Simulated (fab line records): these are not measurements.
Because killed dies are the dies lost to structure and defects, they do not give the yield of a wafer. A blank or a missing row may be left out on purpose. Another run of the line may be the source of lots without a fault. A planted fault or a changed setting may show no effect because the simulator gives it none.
Which tool is to blame?	flow n5-finfet	22 lots, 66 wafers sampled, at 6 steps of a route of 1938

## WHAT THE GAUGES SHOWED, per wafer
N5_PASSIVATION_OVL_MEAS_66. Usual: PASS_OPEN_OVL typically reads 6 nm, with standard deviation 6.2.
lot	measured	on	PASS_OPEN_OVL (nm)	flag
L076	day 16 14:20	overlay-02	5 2 -5	
L074	day 16 21:29	overlay-02	6 10 12	
L075	day 17 00:42	overlay-01	18 18 14	
L077	day 17 04:44	overlay-01	3 2 1	
L078	day 17 04:15	overlay-01	11 14 14	
L079	day 17 16:14	overlay-02	0 2 3	
L081	day 17 20:43	overlay-01	-13 -2 0	
L083	day 17 20:52	overlay-01	11 1 9	
L080	day 18 01:05	overlay-02	11 11 9	
L082	day 18 01:53	overlay-02	5 7 6	
L085	day 18 09:23	overlay-01	4 2 -4	
L084	day 19 00:37	overlay-02	11 12 6	
L086	day 18 22:20	overlay-02	8 8 8	
L091	day 19 14:45	overlay-01	-4 2 7	
L087	day 19 19:02	overlay-02	9 6 6	
L090	day 19 21:35	overlay-01	-5 -5 0	
L088	day 20 01:11	overlay-01	13 6 10	
L092	day 20 01:09	overlay-01	5 0 11	
L093	day 20 21:12	overlay-01	15 8 8	
L094	day 20 23:52	overlay-02	6 12 13	
L096	day 21 17:53	overlay-01	-11 -1 -1	
L097	day 22 02:56	overlay-01	0 10 6	

## TOOL THAT RAN EACH LOT (tool first, then ch and the chambers of the sampled wafers, then the start)
lot	N5_BEOL_M15_DEGAS_41	N5_MIM_TOP_LITHO_DESCUM_10	N5_MIM_BOT_LITHO_DESCUM_10	N5_PASSIVATION_DESCUM_12	N5_PASSIVATION_STRIP_14
L076	pvd-sputter-02, day 15 23:13	rie-diel-05 ch 1,2,3, day 16 06:50	rie-diel-01 ch 0,1,3, day 16 07:35	rie-diel-02 ch 0,2,3, day 16 10:28	rie-diel-02 ch 0,2,3, day 16 10:49
L074	pvd-sputter-03, day 16 07:33	rie-diel-04 ch 0,2,3, day 16 12:50	rie-diel-05 ch 1,3, day 16 13:49	rie-diel-03 ch 1,3, day 16 17:22	rie-diel-03 ch 1,3, day 16 17:43
L075	pvd-sputter-03, day 16 12:38	rie-diel-05 ch 1,2, day 16 18:27	rie-diel-04 ch 1,2, day 16 19:23	rie-diel-03 ch 0,3, day 16 21:02	rie-diel-03 ch 0,3, day 16 21:23
L077	pvd-sputter-02, day 16 14:46	rie-diel-05 ch 0,1,3, day 16 19:49	rie-diel-05 ch 2,3, day 16 20:40	rie-diel-06 ch 1,2, day 17 01:13	rie-diel-06 ch 1,2, day 17 01:34
L078	pvd-sputter-03, day 16 15:13	rie-diel-05 ch 1,2, day 16 20:17	rie-diel-05 ch 1,3, day 16 21:35	rie-diel-03 ch 0,1,3, day 17 00:56	rie-diel-03 ch 0,1,3, day 17 01:17
L079	pvd-sputter-02, day 17 04:56	rie-diel-01 ch 1,2, day 17 09:22	rie-diel-01 ch 0,2, day 17 10:14	rie-diel-06 ch 1,2,3, day 17 12:19	rie-diel-06 ch 1,2,3, day 17 12:40
L081	pvd-sputter-01, day 17 06:40	rie-diel-01 ch 1,2, day 17 13:11	rie-diel-04 ch 0,1,2, day 17 13:56	rie-diel-06 ch 0,2, day 17 17:17	rie-diel-06 ch 0,2, day 17 17:38
L083	pvd-sputter-01, day 17 07:04	rie-diel-01 ch 0,1, day 17 13:41	rie-diel-01 ch 0,1, day 17 14:32	rie-diel-02 ch 1,3, day 17 17:19	rie-diel-02 ch 1,3, day 17 17:40
L080	pvd-sputter-01, day 17 14:37	rie-diel-01 ch 1,2, day 17 18:59	rie-diel-05 ch 1,2, day 17 19:44	rie-diel-02 ch 0,1,3, day 17 21:17	rie-diel-02 ch 0,1,3, day 17 21:38
L082	pvd-sputter-02, day 17 14:39	rie-diel-01 ch 0,1,2, day 17 19:09	rie-diel-04 ch 0,2, day 17 20:01	rie-diel-02 ch 0,1,3, day 17 22:31	rie-diel-02 ch 0,1,3, day 17 22:52
L085	pvd-sputter-02, day 17 18:21	rie-diel-04 ch 0,2, day 17 23:58	rie-diel-04 ch 2,3, day 18 00:50	rie-diel-02 ch 0,1,2, day 18 05:46	rie-diel-02 ch 0,1,2, day 18 06:07
L084	pvd-sputter-02, day 18 09:46	rie-diel-01 ch 0,2,3, day 18 14:31	rie-diel-04 ch 2,3, day 18 15:35	rie-diel-02 ch 1,2, day 18 20:58	rie-diel-02 ch 1,2, day 18 21:19
L086	pvd-sputter-02, day 18 10:11	rie-diel-01 ch 0,3, day 18 14:46	rie-diel-04 ch 0,2,3, day 18 15:43	rie-diel-03 ch 0,3, day 18 17:31	rie-diel-03 ch 0,3, day 18 17:52
L091	pvd-sputter-01, day 19 00:19	rie-diel-04 ch 1,2, day 19 07:05	rie-diel-05 ch 0,2,3, day 19 07:49	rie-diel-06 ch 2,3, day 19 11:21	rie-diel-06 ch 2,3, day 19 11:43
L087	pvd-sputter-02, day 19 06:13	rie-diel-05 ch 0,2,3, day 19 12:26	rie-diel-01 ch 0,1,3, day 19 13:12	rie-diel-06 ch 1,2, day 19 15:20	rie-diel-06 ch 1,2, day 19 15:41
L090	pvd-sputter-03, day 19 08:08	rie-diel-05 ch 2,3, day 19 13:18	rie-diel-05 ch 1,2, day 19 14:26	rie-diel-06 ch 0,2,3, day 19 17:41	rie-diel-06 ch 0,2,3, day 19 18:02
L088	pvd-sputter-01, day 19 11:14	rie-diel-05 ch 0,1,2, day 19 18:32	rie-diel-01 ch 0,2,3, day 19 19:29	rie-diel-02 ch 0,1,3, day 19 21:39	rie-diel-02 ch 0,1,3, day 19 22:01
L092	pvd-sputter-03, day 19 11:59	rie-diel-01 ch 0,1,2, day 19 18:42	rie-diel-05 ch 0,1,2, day 19 19:41	rie-diel-03 ch 0,3, day 19 21:49	rie-diel-03 ch 0,3, day 19 22:10
L093	pvd-sputter-02, day 20 07:36	rie-diel-04 ch 0,2, day 20 13:17	rie-diel-01 ch 0,1,3, day 20 14:01	rie-diel-06 ch 0,1, day 20 17:53	rie-diel-06 ch 0,1, day 20 18:14
L094	pvd-sputter-02, day 20 10:10	rie-diel-04 ch 0,1,2, day 20 16:41	rie-diel-04 ch 0,1,3, day 20 17:38	rie-diel-03 ch 1,3, day 20 19:44	rie-diel-03 ch 1,3, day 20 20:05
L096	pvd-sputter-02, day 21 02:49	rie-diel-01 ch 0,1, day 21 10:19	rie-diel-04 ch 0,1,2, day 21 11:10	rie-diel-02 ch 0,1, day 21 14:01	rie-diel-02 ch 0,1, day 21 14:22
L097	pvd-sputter-03, day 21 16:03	rie-diel-05 ch 1,2,3, day 21 21:03	rie-diel-05 ch 0,2, day 21 21:49	rie-diel-03 ch 2,3, day 21 23:29	rie-diel-03 ch 2,3, day 21 23:50
- N5_BEOL_M15_DEGAS_41: time 60 s.
- N5_MIM_TOP_LITHO_DESCUM_10: chemistry O2, time 7.9 s.
- N5_MIM_BOT_LITHO_DESCUM_10: chemistry O2, time 7.9 s.
- N5_PASSIVATION_DESCUM_12: chemistry O2, time 7.9 s.
- N5_PASSIVATION_STRIP_14: strips in O2.

## WHAT THE TOOLS THEMSELVES READ (means of the sampled wafers that have a number; where no wafer has one, the mark that the record gives instead)
N5_BEOL_M15_DEGAS_41. Usual: heater-power-w 463 W, standard deviation 67.
lot	tool	heater-power-w (W)	flag
L076	pvd-sputter-02	459	
L074	pvd-sputter-03	476	
L075	pvd-sputter-03	472	
L077	pvd-sputter-02	435	
L078	pvd-sputter-03	470	
L079	pvd-sputter-02	480	
L081	pvd-sputter-01	470	
L083	pvd-sputter-01	407	
L080	pvd-sputter-01	461	
L082	pvd-sputter-02	480	
L085	pvd-sputter-02	460	
L084	pvd-sputter-02	529	
L086	pvd-sputter-02	429	
L091	pvd-sputter-01	416	
L087	pvd-sputter-02	403	
L090	pvd-sputter-03	464	
L088	pvd-sputter-01	458	
L092	pvd-sputter-03	492	
L093	pvd-sputter-02	522	
L094	pvd-sputter-02	463	
L096	pvd-sputter-02	509	
L097	pvd-sputter-03	484	

N5_MIM_TOP_LITHO_DESCUM_10. Usual: drypump-motor-current-A 6.0 A, standard deviation 0.39; oes-product-au 0.80 a.u., standard deviation 0.071; rf-fwd-power-W 49.67 W, standard deviation 0.19; rf-vpp-V 243.3 V, standard deviation 1.2; showerhead-plenum-p-Torr 2.12 Torr, standard deviation 0.066; throttle-valve-pct 20.37 %, standard deviation 0.24.
lot	tool	drypump-motor-current-A (A)	oes-product-au (a.u.)	rf-fwd-power-W (W)	rf-vpp-V (V)	showerhead-plenum-p-Torr (Torr)	throttle-valve-pct (%)	flag
L076	rie-diel-05	6.2	0.79	49.59	244.2	2.17	20.45	
L074	rie-diel-04	5.5	0.84	49.43	242.8	2.08	20.25	
L075	rie-diel-05	5.9	0.79	49.62	243.2	2.12	20.34	
L077	rie-diel-05	6.2	0.77	49.81	244.6	2.20	20.46	
L078	rie-diel-05	6.1	0.80	49.48	243.9	2.16	20.49	
L079	rie-diel-01	5.8	0.88	49.85	242.8	2.05	20.42	
L081	rie-diel-01	5.8	0.87	49.85	241.9	2.05	20.43	
L083	rie-diel-01	6.1	0.81	49.90	243.2	2.10	20.58	
L080	rie-diel-01	5.6	0.89	49.74	242.5	2.05	20.19	
L082	rie-diel-01	5.9	0.83	49.73	243.2	2.09	20.35	
L085	rie-diel-04	5.5	0.76	49.69	242.8	2.05	20.30	
L084	rie-diel-01	6.1	0.88	49.55	243.2	2.09	20.17	
L086	rie-diel-01	6.3	0.89	49.57	242.7	2.10	20.21	
L091	rie-diel-04	5.9	0.75	49.39	242.3	2.07	20.37	
L087	rie-diel-05	6.1	0.74	49.72	243.7	2.16	20.33	
L090	rie-diel-05	6.1	0.76	49.76	242.8	2.12	20.32	
L088	rie-diel-05	5.9	0.75	49.57	243.9	2.15	20.38	
L092	rie-diel-01	5.9	0.81	49.75	242.7	2.08	20.38	
L093	rie-diel-04	5.3	0.78	49.45	242.0	2.04	20.37	
L094	rie-diel-04	5.7	0.78	49.39	242.1	2.07	20.42	
L096	rie-diel-01	6.1	0.77	49.90	243.4	2.09	20.63	
L097	rie-diel-05	6.2	0.75	49.75	244.0	2.15	20.51	

N5_MIM_BOT_LITHO_DESCUM_10. Usual: drypump-motor-current-A 5.9 A, standard deviation 0.42; oes-product-au 0.80 a.u., standard deviation 0.068; rf-fwd-power-W 49.63 W, standard deviation 0.17; rf-vpp-V 243.5 V, standard deviation 1.2; showerhead-plenum-p-Torr 2.11 Torr, standard deviation 0.064; throttle-valve-pct 20.37 %, standard deviation 0.22.
lot	tool	drypump-motor-current-A (A)	oes-product-au (a.u.)	rf-fwd-power-W (W)	rf-vpp-V (V)	showerhead-plenum-p-Torr (Torr)	throttle-valve-pct (%)	flag
L076	rie-diel-01	6.2	0.78	49.79	243.5	2.10	20.44	
L074	rie-diel-05	6.4	0.81	49.52	244.6	2.21	20.61	
L075	rie-diel-04	6.1	0.81	49.79	242.8	2.11	20.43	
L077	rie-diel-05	6.1	0.78	49.79	244.8	2.13	20.29	
L078	rie-diel-05	6.5	0.79	49.83	244.3	2.21	20.58	
L079	rie-diel-01	6.0	0.80	49.53	243.8	2.13	20.25	
L081	rie-diel-04	5.7	0.81	49.74	243.1	2.07	20.38	
L083	rie-diel-01	6.1	0.77	49.82	244.2	2.13	20.50	
L080	rie-diel-05	5.9	0.78	49.55	243.7	2.11	20.35	
L082	rie-diel-04	5.5	0.77	49.46	243.6	2.05	20.30	
L085	rie-diel-04	5.7	0.78	49.51	243.5	2.07	20.23	
L084	rie-diel-04	5.6	0.83	49.56	242.8	2.10	20.20	
L086	rie-diel-04	5.5	0.81	49.72	243.2	2.07	20.27	
L091	rie-diel-05	6.0	0.75	49.65	244.6	2.16	20.34	
L087	rie-diel-01	6.2	0.83	49.45	243.0	2.09	20.41	
L090	rie-diel-05	6.1	0.78	49.63	243.5	2.15	20.54	
L088	rie-diel-01	6.0	0.85	49.57	242.8	2.08	20.19	
L092	rie-diel-05	5.9	0.76	49.55	244.6	2.15	20.38	
L093	rie-diel-01	6.2	0.81	49.67	242.0	2.09	20.42	
L094	rie-diel-04	5.7	0.83	49.71	242.8	2.08	20.39	
L096	rie-diel-04	5.7	0.77	49.57	243.9	2.06	20.45	
L097	rie-diel-05	5.7	0.72	49.62	244.2	2.13	20.25	

N5_PASSIVATION_DESCUM_12. Usual: drypump-motor-current-A 5.7 A, standard deviation 0.4; oes-product-au 0.79 a.u., standard deviation 0.09; rf-fwd-power-W 49.68 W, standard deviation 0.15; rf-vpp-V 243.4 V, standard deviation 1.5; showerhead-plenum-p-Torr 2.10 Torr, standard deviation 0.08; throttle-valve-pct 20.4 %, standard deviation 0.34.
lot	tool	drypump-motor-current-A (A)	oes-product-au (a.u.)	rf-fwd-power-W (W)	rf-vpp-V (V)	showerhead-plenum-p-Torr (Torr)	throttle-valve-pct (%)	flag
L076	rie-diel-02	5.7	0.74	49.75	242.0	2.06	20.5	
L074	rie-diel-03	6.1	0.84	49.73	243.2	2.12	20.1	
L075	rie-diel-03	6.1	0.75	49.63	242.4	2.07	20.4	
L077	rie-diel-06	5.7	0.71	49.71	242.6	2.04	20.7	
L078	rie-diel-03	5.9	0.82	49.70	242.9	2.08	20.3	
L079	rie-diel-06	5.6	0.74	49.51	243.1	2.11	20.5	
L081	rie-diel-06	5.8	0.73	49.49	243.9	2.10	20.1	
L083	rie-diel-02	5.2	0.75	49.66	244.0	2.17	20.5	
L080	rie-diel-02	5.3	0.74	49.65	243.6	2.10	20.5	
L082	rie-diel-02	5.3	0.74	49.80	243.1	2.10	20.6	
L085	rie-diel-02	5.5	0.81	49.79	243.4	2.11	20.7	
L084	rie-diel-02	5.5	0.86	49.69	244.2	2.19	20.7	
L086	rie-diel-03	5.6	0.79	49.79	242.6	2.04	20.4	
L091	rie-diel-06	5.5	0.78	49.58	245.7	2.16	20.3	
L087	rie-diel-06	5.7	0.69	49.72	242.2	2.04	20.7	
L090	rie-diel-06	5.6	0.78	49.62	244.4	2.11	20.2	
L088	rie-diel-02	5.3	0.74	49.76	242.1	2.09	20.6	
L092	rie-diel-03	5.6	0.78	49.66	242.8	2.04	20.4	
L093	rie-diel-06	5.7	0.74	49.66	242.2	2.01	20.8	
L094	rie-diel-03	6.1	0.79	49.82	243.4	2.11	20.2	
L096	rie-diel-02	5.1	0.72	49.64	242.8	2.05	20.8	
L097	rie-diel-03	6.1	0.81	49.75	244.0	2.17	20.0	

N5_PASSIVATION_STRIP_14. Usual: drypump-motor-current-A 5.7 A, standard deviation 0.4; oes-product-au 0.79 a.u., standard deviation 0.09; rf-vpp-V 3.7 V, standard deviation 0.95; showerhead-plenum-p-Torr 2.10 Torr, standard deviation 0.08; throttle-valve-pct 16.7 %, standard deviation 0.32.
lot	tool	drypump-motor-current-A (A)	oes-product-au (a.u.)	rf-vpp-V (V)	showerhead-plenum-p-Torr (Torr)	throttle-valve-pct (%)	flag
L076	rie-diel-02	5.7	0.75	3.7	2.07	16.8	
L074	rie-diel-03	6.1	0.85	5.0	2.12	16.5	
L075	rie-diel-03	6.1	0.75	3.9	2.07	16.7	
L077	rie-diel-06	5.7	0.70	3.9	2.05	16.9	
L078	rie-diel-03	5.9	0.81	2.9	2.08	16.6	
L079	rie-diel-06	5.6	0.75	3.8	2.11	16.8	
L081	rie-diel-06	5.8	0.73	4.4	2.10	16.3	
L083	rie-diel-02	5.2	0.76	3.7	2.17	16.7	
L080	rie-diel-02	5.3	0.74	2.7	2.11	16.8	
L082	rie-diel-02	5.3	0.74	3.4	2.10	16.8	
L085	rie-diel-02	5.5	0.80	3.8	2.11	16.8	
L084	rie-diel-02	5.5	0.87	3.9	2.19	16.8	
L086	rie-diel-03	5.6	0.79	3.6	2.05	16.7	
L091	rie-diel-06	5.5	0.77	3.8	2.16	16.6	
L087	rie-diel-06	5.7	0.69	2.6	2.04	17.0	
L090	rie-diel-06	5.6	0.78	5.2	2.12	16.5	
L088	rie-diel-02	5.4	0.72	4.6	2.10	16.8	
L092	rie-diel-03	5.6	0.78	2.9	2.04	16.7	
L093	rie-diel-06	5.7	0.74	4.5	2.02	17.0	
L094	rie-diel-03	6.1	0.79	3.0	2.11	16.5	
L096	rie-diel-02	5.2	0.71	3.8	2.06	17.1	
L097	rie-diel-03	6.1	0.81	4.6	2.17	16.3	

## THE ANSWER, worked out from the rows above alone
Rule: a lot counts as off when the mean over its wafers that have a number is more than 3 standard deviations away from the usual mean. Also off: a lot with no number at a reading for which 4 or more lots have one. Where the step has rows for the other lots, those lots are counted as sound. Order of review: gauges by route order, followed by the tools' own readings, for which a lot's mean as printed above is used. At the first step where some lot is off, the reading lying furthest off is the one used; lots without a number count as furthest.
No lot is off at any reading shown: from this, nothing can be told.

## WHAT HAD BEEN PUT IN BY THE SIMULATOR
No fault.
